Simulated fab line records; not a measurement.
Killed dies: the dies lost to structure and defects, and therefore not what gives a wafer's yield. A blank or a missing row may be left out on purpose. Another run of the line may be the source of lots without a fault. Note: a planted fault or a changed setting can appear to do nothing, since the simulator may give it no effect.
fab line records | flow n5Finfet | part 1 of 2: steps 1 to 17 of 27
record lots=5 wafers=15 lastDay=16
route steps=1938 shown PASS1_CAP@1873 TV_LITHO@1875 TV_OPEN@1887 PAD_METAL@1893 PASSIVATION@1897
lots untouched by any fault: they come from a run of this same line in which no faults occurred
startH: hours from the record's first day to the start of the lot's first wafer shown | waitH: hours from the lot's prior step to this one | " same as the row above | L1.1+2: a row that stands for several wafers | - no value present, or no start provided | * or withheld: withheld | < > ~ a bound
route shown NAME@n: names a module that has steps shown in the file, with the first one's number in the route | usual: mean/standard deviation of fault-free wafers | same: alike in all rows | chamber/n: place in a boat | sites: each site's reading | _std_site: the values' standard deviation | _edge_site: the outer-site mean with the inner-site mean subtracted | radiusMm: for every site, how far away it sits from the centre of the wafer | mask NAME#n: copy n | behind: the tool/chamber that last shaped the wafer | hold: why the lot was held/for how many hours/how that ended | device: names the non-switching transistor (n, p or np) | end of line: at the end of the route, the tests of the same wafers | a step without rows: its recipe alone | killed: count of dies lost to structure and defects at first sort (not the wafer's yield) | map: dies across one wafer; x = killed, . = not, _ = none there
set.NAME: the run value of the setting; set.NAME@STEP: its run value at that earlier step | model.NAME: the simulator's own value behind a step, which no gauge read
lots at selected steps of the route; one table per step, one row per wafer
services: a tool's chamber out of use, with start hour (startH, from the record's first day; less than 0 if before it), hours out, and reason
## steps
# step N5_PASSIVATION_PECVD_55
# recipe material=SiO2 targetThkA=4000 tempC=400 precursor=SiH4/N2O pressureTorr=2.7 rfW=608 timeS=22.5
# usual chamberPressureTorr=2.700/0.0051 heaterPowerW=685/110 showerheadPlenumPTorr=8.10/0.099 susceptorTempC=399.99/0.24 throttleValvePct=52.0/1.8
# columns lot.wafer tool chamber startH waitH chamberPressureTorr heaterPowerW showerheadPlenumPTorr susceptorTempC throttleValvePct
L074.2 pecvd-04 1 263.76 0.0 2.696 643 8.07 399.95 50.1
L074.4 " 0 " " 2.696 866 8.13 400.23 53.1
L074.5 " 2 " " 2.701 826 7.97 399.75 53.2
L078.3 pecvd-04 0 294.84 0.0 2.699 864 8.13 400.15 53.1
L078.4 " 0 " " 2.691 874 8.11 400.16 53.1
L078.5 " 1 " " 2.701 614 8.05 400.07 50.2
L086.3 pecvd-01 1 338.16 0.1 2.693 597 8.01 399.94 51.2
L086.4 " 2 " " 2.693 643 8.23 399.94 50.6
L086.6 " 1 " " 2.696 584 8.03 400.07 51.3
L089.1 pecvd-04 0 354.79 0.0 2.704 746 8.13 399.99 53.5
L089.3 " 2 " " 2.696 783 7.93 399.85 54.1
L089.5 " 2 " " 2.707 820 7.94 399.95 54.4
L092.3 pecvd-04 2 374.09 0.0 2.697 878 7.94 400.19 54.2
L092.5 " 0 " " 2.701 912 8.14 399.96 53.8
L092.6 " 2 " " 2.702 881 7.96 400.38 54.5
# step N5_PASSIVATION_PECVD_01
# recipe material=SiNx targetThkA=2000 tempC=400 precursor=SiH4/NH3/N2 pressureTorr=4.9 rfW=1406 timeS=43.2
# usual chamberPressureTorr=4.901/0.011 heaterPowerW=417/110 showerheadPlenumPTorr=8.64/0.068 susceptorTempC=400.00/0.22 throttleValvePct=29.4/0.97
# columns lot.wafer tool chamber startH waitH chamberPressureTorr heaterPowerW showerheadPlenumPTorr susceptorTempC throttleValvePct
L074.2 pecvd-04 1 263.80 0.0 4.908 396 8.61 399.98 28.5
L074.4 " 0 " " 4.898 591 8.66 400.09 30.1
L074.5 " 2 " " 4.908 577 8.54 400.25 30.3
L078.3 pecvd-04 0 294.87 0.0 4.907 514 8.66 399.64 30.0
L078.4 " 0 " " 4.897 528 8.66 399.64 30.0
L078.5 " 1 " " 4.911 381 8.62 399.97 28.2
L086.3 pecvd-01 1 338.22 0.0 4.907 323 8.59 400.06 28.9
L086.4 " 2 " " 4.932 365 8.74 399.92 28.9
L086.6 " 1 " " 4.900 192 8.56 399.84 28.9
L089.1 pecvd-04 0 354.83 0.0 4.902 541 8.63 399.96 30.0
L089.3 " 2 " " 4.914 576 8.54 400.20 30.3
L089.5 " 2 " " 4.903 585 8.53 400.03 30.5
L092.3 pecvd-04 2 374.13 0.0 4.902 486 8.54 400.00 30.7
L092.5 " 0 " " 4.895 598 8.67 400.06 30.2
L092.6 " 2 " " 4.909 499 8.54 399.99 30.8
# step N5_PASSIVATION_HMDS_03
# recipe timeS=60 tempC=120
# usual chillPlateTempC=23.00/0.1
# columns lot.wafer tool chamber startH waitH chillPlateTempC
L074.2 lithoTrack-01 0 264.09 0.3 22.95
L074.4 " 0 " " 23.03
L074.5 " 0 " " 22.84
L078.3 lithoTrack-04 0 294.95 0.1 23.14
L078.4 " 0 " " 22.97
L078.5 " 0 " " 23.12
L086.3 lithoTrack-04 0 339.08 0.8 22.93
L086.4 " 0 " " 22.93
L086.6 " 0 " " 22.96
L089.1 lithoTrack-01 0 354.90 0.1 23.03
L089.3 " 0 " " 22.94
L089.5 " 0 " " 23.15
L092.3 lithoTrack-05 0 374.99 0.8 22.81
L092.5 " 0 " " 22.82
L092.6 " 0 " " 22.83
# step N5_PASSIVATION_COAT_04
# recipe spinRpm=* resistThkNm=*
# usual chillPlateTempC=23.00/0.096 spinSpeedRpm=*
# columns lot.wafer tool chamber startH waitH chillPlateTempC spinSpeedRpm
L074.2 lithoTrack-01 0 - - 22.96 *
L074.4 " 0 " " 22.95 *
L074.5 " 0 " " 22.91 *
L078.3 lithoTrack-04 0 - - 22.98 *
L078.4 " 0 " " 23.10 *
L078.5 " 0 " " 23.11 *
L086.3 lithoTrack-04 0 - - 22.94 *
L086.4 " 0 " " 23.04 *
L086.6 " 0 " " 22.99 *
L089.1 lithoTrack-01 0 - - 22.87 *
L089.3 " 0 " " 22.94 *
L089.5 " 0 " " 23.09 *
L092.3 lithoTrack-05 0 - - 22.82 *
L092.5 " 0 " " 22.94 *
L092.6 " 0 " " 22.92 *
# step N5_PASSIVATION_EBR_06
# recipe solvent=PGMEA ebrWidthMm=1.5
# usual chillPlateTempC=22.99/0.1
# columns lot.wafer tool chamber startH waitH chillPlateTempC
L074.2 lithoTrack-01 0 - - 22.75
L074.4 " 0 " " 23.04
L074.5 " 0 " " 23.18
L078.3 lithoTrack-04 0 - - 23.09
L078.4 " 0 " " 23.06
L078.5 " 0 " " 22.91
L086.3 lithoTrack-04 0 - - 22.95
L086.4 " 0 " " 22.86
L086.6 " 0 " " 22.90
L089.1 lithoTrack-01 0 - - 23.14
L089.3 " 0 " " 23.05
L089.5 " 0 " " 23.11
L092.3 lithoTrack-05 0 - - 22.85
L092.5 " 0 " " 22.97
L092.6 " 0 " " 23.06
# step N5_PASSIVATION_SOFTBAKE_05
# recipe tempC=100 timeS=90
# usual chillPlateTempC=23.00/0.11
# columns lot.wafer tool chamber startH waitH chillPlateTempC
L074.2 lithoTrack-01 0 - - 23.03
L074.4 " 0 " " 23.05
L074.5 " 0 " " 23.07
L078.3 lithoTrack-04 0 - - 23.07
L078.4 " 0 " " 23.02
L078.5 " 0 " " 23.20
L086.3 lithoTrack-04 0 - - 22.98
L086.4 " 0 " " 22.99
L086.6 " 0 " " 22.90
L089.1 lithoTrack-01 0 - - 23.04
L089.3 " 0 " " 22.94
L089.5 " 0 " " 23.14
L092.3 lithoTrack-05 0 - - 23.15
L092.5 " 0 " " 22.85
L092.6 " 0 " " 22.97
# step N5_PASSIVATION_EXPOSE_07
# recipe maskId=TV na=0.55 sourceShape=conventional sigmaOuter=0.8 polarization=unpolarized defocusNm=0 targetCdNm=3000 doseMj=22.75
# usual focusOffsetNm=0.0/0.51
# columns lot.wafer tool chamber startH waitH mask focusOffsetNm
L074.2 krfScanner-02 0 264.20 - TV#0 -0.5
L074.4 " 0 " " TV#0 -0.1
L074.5 " 0 " " TV#0 -0.7
L078.3 krfScanner-01 0 295.07 - TV#0 -0.3
L078.4 " 0 " " TV#0 0.3
L078.5 " 0 " " TV#0 0.1
L086.3 krfScanner-01 0 339.20 - TV#0 -0.5
L086.4 " 0 " " TV#0 -0.3
L086.6 " 0 " " TV#0 -0.5
L089.1 krfScanner-01 0 355.01 - TV#0 -0.1
L089.3 " 0 " " TV#0 0.8
L089.5 " 0 " " TV#0 0.6
L092.3 krfScanner-01 0 375.11 - TV#0 -0.4
L092.5 " 0 " " TV#0 -0.6
L092.6 " 0 " " TV#0 0.3
# step N5_PASSIVATION_PEB_08
# recipe pebTempC=withheld pebTimeS=*
# usual chillPlateTempC=*
# same pebTimeS=*
# columns lot.wafer tool chamber startH waitH chillPlateTempC
L074.2 lithoTrack-05 0 264.26 0.0 *
L074.4 " 0 " " *
L074.5 " 0 " " *
L078.3 lithoTrack-04 0 295.12 0.0 *
L078.4 " 0 " " *
L078.5 " 0 " " *
L086.3 lithoTrack-05 0 339.24 0.0 *
L086.4 " 0 " " *
L086.6 " 0 " " *
L089.1 lithoTrack-05 0 355.07 0.1 *
L089.3 " 0 " " *
L089.5 " 0 " " *
L092.3 lithoTrack-04 0 375.16 0.0 *
L092.5 " 0 " " *
L092.6 " 0 " " *
# step N5_PASSIVATION_DEVELOP_09
# recipe developTimeS=60 rinseLiquid=diw dry=airSpin devTempC=21
# usual chillPlateTempC=23.00/0.12
# columns lot.wafer tool chamber startH waitH chillPlateTempC
L074.2 lithoTrack-05 0 - - 22.78
L074.4 " 0 " " 23.07
L074.5 " 0 " " 22.94
L078.3 lithoTrack-04 0 - - 23.16
L078.4 " 0 " " 23.13
L078.5 " 0 " " 23.17
L086.3 lithoTrack-05 0 - - 23.06
L086.4 " 0 " " 23.23
L086.6 " 0 " " 23.15
L089.1 lithoTrack-05 0 - - 23.05
L089.3 " 0 " " 23.19
L089.5 " 0 " " 23.11
L092.3 lithoTrack-04 0 - - 22.83
L092.5 " 0 " " 22.90
L092.6 " 0 " " 23.13
# step N5_PASSIVATION_HARDBAKE_11
# recipe tempC=130 timeS=120
# usual chillPlateTempC=23.00/0.12
# columns lot.wafer tool chamber startH waitH chillPlateTempC
L074.2 lithoTrack-05 0 - - 22.89
L074.4 " 0 " " 22.84
L074.5 " 0 " " 22.81
L078.3 lithoTrack-04 0 - - 23.17
L078.4 " 0 " " 23.05
L078.5 " 0 " " 23.07
L086.3 lithoTrack-05 0 - - 23.00
L086.4 " 0 " " 22.90
L086.6 " 0 " " 22.75
L089.1 lithoTrack-05 0 - - 23.03
L089.3 " 0 " " 23.15
L089.5 " 0 " " 23.08
L092.3 lithoTrack-04 0 - - 22.87
L092.5 " 0 " " 22.89
L092.6 " 0 " " 22.93
# step N5_PASSIVATION_CD_MEAS_10
# recipe targetCdNm=3000 landingEnergyEv=500 detector=seInlens
# usual cdNm=3000/3.1
# same landingEnergyEv=500
# columns lot.wafer tool chamber startH waitH cdNm
L074.2 cdSem-03 0 264.38 - 2998
L074.4 " 0 " " 2998
L074.5 " 0 " " 2997
L078.3 cdSem-03 0 295.24 - 3000
L078.4 " 0 " " 2998
L078.5 " 0 " " 2999
L086.3 cdSem-01 0 339.37 - 2993
L086.4 " 0 " " 2997
L086.6 " 0 " " 2994
L089.1 cdSem-02 0 355.19 - 3002
L089.3 " 0 " " 3001
L089.5 " 0 " " 3001
L092.3 cdSem-01 0 375.28 - 3003
L092.5 " 0 " " 3002
L092.6 " 0 " " 3001
# step N5_PASSIVATION_OVL_MEAS_60
# recipe pointsPerWafer=44
# usual TV_OVL=-3/4.8
# columns lot.wafer tool chamber startH waitH TV_OVL[nm]
L074.2 overlay-01 0 264.40 0.0 -6
L074.4 " 0 " " -4
L074.5 " 0 " " -8
L078.3 overlay-02 0 295.27 0.0 -6
L078.4 " 0 " " -2
L078.5 " 0 " " -3
L086.3 overlay-02 0 339.39 0.0 3
L086.4 " 0 " " 6
L086.6 " 0 " " 1
L089.1 overlay-02 0 355.22 0.0 -9
L089.3 " 0 " " -1
L089.5 " 0 " " -1
L092.3 overlay-02 0 375.31 0.0 3
L092.5 " 0 " " 4
L092.6 " 0 " " 6
# step N5_PASSIVATION_INSPECT_61
# recipe mode=adi inspectInstrument=macro
# usual rawDefectCount=2.1/1.6
# columns lot.wafer tool chamber startH waitH rawDefectCount
L074.2 defectInspect-02 - 264.43 0.0 1
L074.4 " - " " 0
L074.5 " - " " 1
L078.3 defectInspect-01 - 295.29 0.0 0
L078.4 " - " " 0
L078.5 " - " " 0
L086.3 defectInspect-02 - 339.42 0.0 1
L086.4 " - " " 3
L086.6 " - " " 2
L089.1 defectInspect-01 - 355.24 0.0 0
L089.3 " - " " 2
L089.5 " - " " 2
L092.3 defectInspect-02 - 375.33 0.0 1
L092.5 " - " " 3
L092.6 " - " " 1
# step N5_PASSIVATION_DESCUM_12
# recipe chemistry=O2 timeS=7.9 sourcePowerW=50 biasPowerW=20 pressureMtorr=20 rfFrequencyHz=2.712e+07 tempC=40 o2FlowSccm=225
# usual drypumpMotorCurrentA=5.8/0.56 oesProductAu=0.78/0.075 rfVppV=243.4/1.2 showerheadPlenumPTorr=2.10/0.065 throttleValvePct=20.4/0.34
# columns lot.wafer tool chamber startH waitH drypumpMotorCurrentA oesProductAu rfHoursCounterH rfVppV showerheadPlenumPTorr throttleValvePct
L074.2 rieDiel-04 3 264.46 0.0 5.7 0.95 20 243.8 2.15 19.9
L074.4 " 2 " " 5.7 0.72 - 243.7 2.18 20.9
L074.5 " 0 " " 5.6 0.71 - 242.9 2.07 20.8
L078.3 rieDiel-02 3 295.33 0.0 6.6 0.86 64 245.4 2.21 20.3
L078.4 " 2 " " 6.6 0.85 59 242.9 2.11 19.8
L078.5 " 1 " " 5.4 0.80 - 243.4 2.09 20.0
L086.3 rieDiel-03 2 339.45 0.0 5.0 0.76 152 243.3 2.10 20.7
L086.4 " 3 " " 5.6 0.81 84 246.3 2.21 20.3
L086.6 " 2 " " 5.0 0.76 - 243.5 2.10 20.7
L089.1 rieDiel-04 1 355.28 0.0 6.3 0.71 230 244.2 2.15 20.1
L089.3 " 0 " " 5.6 0.69 226 243.9 2.06 20.9
L089.5 " 1 " " 6.3 0.71 - 244.5 2.15 20.1
L092.3 rieDiel-03 1 375.89 0.6 5.9 0.70 230 241.3 1.98 20.7
L092.5 " 3 " " 5.6 0.81 - 244.6 2.21 20.3
L092.6 " 2 " " 5.0 0.74 - 243.5 2.10 20.7
# step N5_PASSIVATION_PASS_ETCH_74
# recipe chemistry=CF4/O2 target=SiNx targetDepthA=2200 timeS=110 ionEnergyEv=100 pressureMtorr=40 sourceW=535 biasW=49 Ar_flow_sccm=100 cf4FlowSccm=100 O2_flow_sccm=10
# usual O2_flow_sccm=9.997/0.028 cf4FlowSccm=100.0/0.31 drypumpMotorCurrentA=5.8/0.56 oes_f_703_au=0.78/0.077 oesProductAu=0.78/0.078 rfVppV=240/4.9 showerheadPlenumPTorr=2.22/0.063 throttleValvePct=15.95/0.29
# columns lot.wafer tool chamber startH waitH O2_flow_sccm cf4FlowSccm drypumpMotorCurrentA oes_f_703_au oesProductAu rfHoursCounterH rfVppV showerheadPlenumPTorr throttleValvePct
L074.2 rieDiel-04 3 264.53 0.0 9.997 100.0 5.7 0.98 0.97 20 238 2.24 15.41
L074.4 " 2 " " 9.989 100.3 5.7 0.70 0.71 - 247 2.28 16.39
L074.5 " 0 " " 10.018 100.4 5.6 0.70 0.70 - 242 2.18 16.37
L078.3 rieDiel-02 3 295.39 0.0 9.956 100.2 6.6 0.86 0.87 64 242 2.32 15.86
L078.4 " 2 " " 10.020 100.1 6.6 0.81 0.84 59 246 2.24 15.53
L078.5 " 1 " " 9.965 99.8 5.4 0.81 0.81 - 238 2.21 15.66
L086.3 rieDiel-03 2 339.52 0.0 9.997 99.6 5.0 0.75 0.74 152 237 2.20 16.19
L086.4 " 3 " " 10.026 99.8 5.6 0.84 0.82 84 234 2.32 15.76
L086.6 " 2 " " 10.001 99.6 5.0 0.76 0.74 - 234 2.20 16.19
L089.1 rieDiel-04 1 355.34 0.0 10.009 99.8 6.3 0.69 0.70 230 247 2.26 15.81
L089.3 " 0 " " 10.010 99.6 5.6 0.69 0.68 226 244 2.18 16.42
L089.5 " 1 " " 9.987 100.1 6.3 0.70 0.70 - 248 2.26 15.83
L092.3 rieDiel-03 1 375.96 0.0 9.999 100.1 6.0 0.71 0.69 230 230 2.09 16.28
L092.5 " 3 " " 9.975 100.4 5.6 0.83 0.81 - 233 2.32 15.79
L092.6 " 2 " " 9.996 99.6 5.0 0.75 0.74 - 238 2.20 16.22
# step N5_PASSIVATION_VIA_ETCH_13
# recipe chemistry=CHF3/O2 target=SiO2 targetDepthA=6600 CHF3_flow_sccm=50 O2_flow_sccm=5 Ar_flow_sccm=200 timeS=330 maskMaterial=PR pressureMtorr=30 sourceW=650 biasW=170 ionEnergyEv=200 ends=cleared
# usual O2_flow_sccm=4.998/0.014 drypumpMotorCurrentA=5.8/0.56 etchRfOnTimeS=237/4.3 oes_f_703_au=0.78/0.076 oesProductAu=0.70/0.068 rfVppV=523/11 showerheadPlenumPTorr=2.43/0.07 throttleValvePct=18.9/0.31
# columns lot.wafer tool chamber startH waitH O2_flow_sccm drypumpMotorCurrentA etchRfOnTimeS oes_f_703_au oesProductAu rfHoursCounterH rfVppV showerheadPlenumPTorr throttleValvePct
L074.2 rieDiel-04 3 264.62 0.0 4.988 5.7 228 0.98 0.86 20 521 2.44 18.2
L074.4 " 2 " " 4.980 5.7 240 0.70 0.64 - 537 2.50 19.3
L074.5 " 0 " " 5.011 5.6 237 0.70 0.63 - 527 2.40 19.4
L078.3 rieDiel-02 3 295.48 0.0 4.999 6.6 232 0.86 0.78 65 530 2.54 18.8
L078.4 " 2 " " 4.990 6.7 237 0.82 0.76 59 536 2.45 18.4
L078.5 " 1 " " 4.984 5.4 234 0.80 0.72 - 520 2.42 18.6
L086.3 rieDiel-03 2 339.61 0.0 4.977 5.0 243 0.75 0.67 152 515 2.41 19.1
L086.4 " 3 " " 5.001 5.6 238 0.85 0.74 84 507 2.54 18.7
L086.6 " 2 " " 4.991 5.0 242 0.75 0.67 - 516 2.41 19.1
L089.1 rieDiel-04 1 355.43 0.0 4.998 6.3 239 0.69 0.63 230 537 2.48 18.7
L089.3 " 0 " " 5.012 5.6 239 0.69 0.62 226 529 2.39 19.4
L089.5 " 1 " " 4.992 6.3 238 0.69 0.63 - 537 2.48 18.7
L092.3 rieDiel-03 1 376.05 0.0 4.988 6.0 242 0.71 0.63 230 501 2.28 19.1
L092.5 " 3 " " 5.002 5.6 238 0.83 0.73 - 507 2.53 18.7
L092.6 " 2 " " 5.038 5.0 241 0.75 0.67 - 516 2.40 19.1
# step N5_PASSIVATION_STRIP_14
# recipe chemistry=O2 powerW=600 tempC=60 pressureMtorr=30 rfFrequencyHz=6e+07 biasPowerW=0 overashFraction=0.5 o2FlowSccm=225
# usual drypumpMotorCurrentA=5.8/0.56 oesProductAu=0.78/0.075 rfVppV=3.6/1 showerheadPlenumPTorr=2.11/0.065 throttleValvePct=16.6/0.33
# columns lot.wafer tool chamber startH waitH drypumpMotorCurrentA oesProductAu rfHoursCounterH rfVppV showerheadPlenumPTorr throttleValvePct
L074.2 rieDiel-04 3 264.82 0.1 5.7 0.95 20 3.4 2.15 16.2
L074.4 " 2 " " 5.7 0.71 - 2.3 2.19 17.1
L074.5 " 0 " " 5.6 0.71 - 2.1 2.07 17.0
L078.3 rieDiel-02 3 295.68 0.1 6.5 0.87 65 3.6 2.21 16.5
L078.4 " 2 " " 6.6 0.85 59 2.3 2.11 16.1
L078.5 " 1 " " 5.4 0.81 - 1.8 2.09 16.2
L086.3 rieDiel-03 2 339.80 0.1 5.0 0.77 152 3.4 2.10 16.9
L086.4 " 3 " " 5.6 0.80 84 3.7 2.21 16.5
L086.6 " 2 " " 5.0 0.77 - 4.1 2.10 17.0
L089.1 rieDiel-04 1 355.63 0.1 6.3 0.71 231 3.0 2.15 16.5
L089.3 " 0 " " 5.6 0.69 226 2.9 2.07 17.1
L089.5 " 1 " " 6.3 0.71 - 3.9 2.15 16.5
L092.3 rieDiel-03 1 376.25 0.1 6.0 0.70 230 3.8 1.98 16.9
L092.5 " 3 " " 5.6 0.81 - 1.6 2.21 16.5
L092.6 " 2 " " 5.0 0.75 - 2.6 2.10 17.0
